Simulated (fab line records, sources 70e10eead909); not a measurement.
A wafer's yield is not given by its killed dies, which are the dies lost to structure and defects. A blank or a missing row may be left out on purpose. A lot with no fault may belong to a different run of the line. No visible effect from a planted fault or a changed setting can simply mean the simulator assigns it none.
Chamber matching :: flow nand_harc :: pecvd-04 running NHARC_P_M2_DEP_00: 3 sister chambers
The step deposits SiOC, target thk 182.5 nm. 16 wafers are shown with their chamber, then 8 later ones without.

## WAFERS, EACH WITH ITS CHAMBER
wafer: L952.1
chamber: 1
rf_fwd_power_W (W): 601.4

wafer: L952.2
chamber: 0
rf_fwd_power_W (W): 598.8

wafer: L952.6
chamber: 0
rf_fwd_power_W (W): 598.2

wafer: L954.1
chamber: 2
rf_fwd_power_W (W): 603.7

wafer: L954.2
chamber: 1
rf_fwd_power_W (W): 598.2

wafer: L954.5
chamber: 0
rf_fwd_power_W (W): 593.5

wafer: L953.4
chamber: 1
rf_fwd_power_W (W): 599.7

wafer: L953.5
chamber: 2
rf_fwd_power_W (W): 599.2

wafer: L953.6
chamber: 0
rf_fwd_power_W (W): 598.5

wafer: L957.1
chamber: 2
rf_fwd_power_W (W): 600.0

wafer: L957.3
chamber: 0
rf_fwd_power_W (W): 595.1

wafer: L957.4
chamber: 1
rf_fwd_power_W (W): 597.3

wafer: L973.3
chamber: 2
rf_fwd_power_W (W): 596.6

wafer: L973.5
chamber: 2
rf_fwd_power_W (W): 595.7

wafer: L973.6
chamber: 1
rf_fwd_power_W (W): 596.6

wafer: L972.1
chamber: 2
rf_fwd_power_W (W): 597.6

SIGNATURES, as means of the wafers listed above
reading: rf_fwd_power_W
chamber 0: 596.820
chamber 1: 598.640
chamber 2: 598.800
scatter within a chamber: 2.47
Rule: for each reading, subtract the chamber's mean from the wafer's reading, divide by that reading's scatter and square the result; add these up over the readings and take the root, which gives the wafer's distance from the chamber. The wafer belongs to the nearest chamber; if the next one is less than 2 further off, it can't be placed. How the scatter is found: for the shown wafers, subtract from each reading the mean of its chamber, square and add these, divide the total by (wafers less chambers), then take the root.

## WAFERS MISSING THEIR CHAMBER
wafer: L972.2
rf_fwd_power_W (W): 596.8

wafer: L972.6
rf_fwd_power_W (W): 595.3

wafer: L974.1
rf_fwd_power_W (W): 598.7

wafer: L974.2
rf_fwd_power_W (W): 600.6

wafer: L974.4
rf_fwd_power_W (W): 598.3

wafer: L975.1
rf_fwd_power_W (W): 598.3

wafer: L975.2
rf_fwd_power_W (W): 598.4

wafer: L975.4
rf_fwd_power_W (W): 593.5

## WHICH CHAMBER EACH ONE RAN IN
wafer: L972.2
from the rows above: can't be placed: 0 or 1 or 2
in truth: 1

wafer: L972.6
from the rows above: can't be placed: 0 or 1 or 2
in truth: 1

wafer: L974.1
from the rows above: can't be placed: 1 or 2 or 0
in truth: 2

wafer: L974.2
from the rows above: can't be placed: 2 or 1 or 0
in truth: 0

wafer: L974.4
from the rows above: can't be placed: 1 or 2 or 0
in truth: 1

wafer: L975.1
from the rows above: can't be placed: 1 or 2 or 0
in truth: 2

wafer: L975.2
from the rows above: can't be placed: 1 or 2 or 0
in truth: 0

wafer: L975.4
from the rows above: can't be placed: 0 or 1 or 2
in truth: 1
Correctly placed: 0 of 8. Unplaceable from these rows: 8, with the true chamber sitting among the candidates in 8. Number placed wrongly: 0.
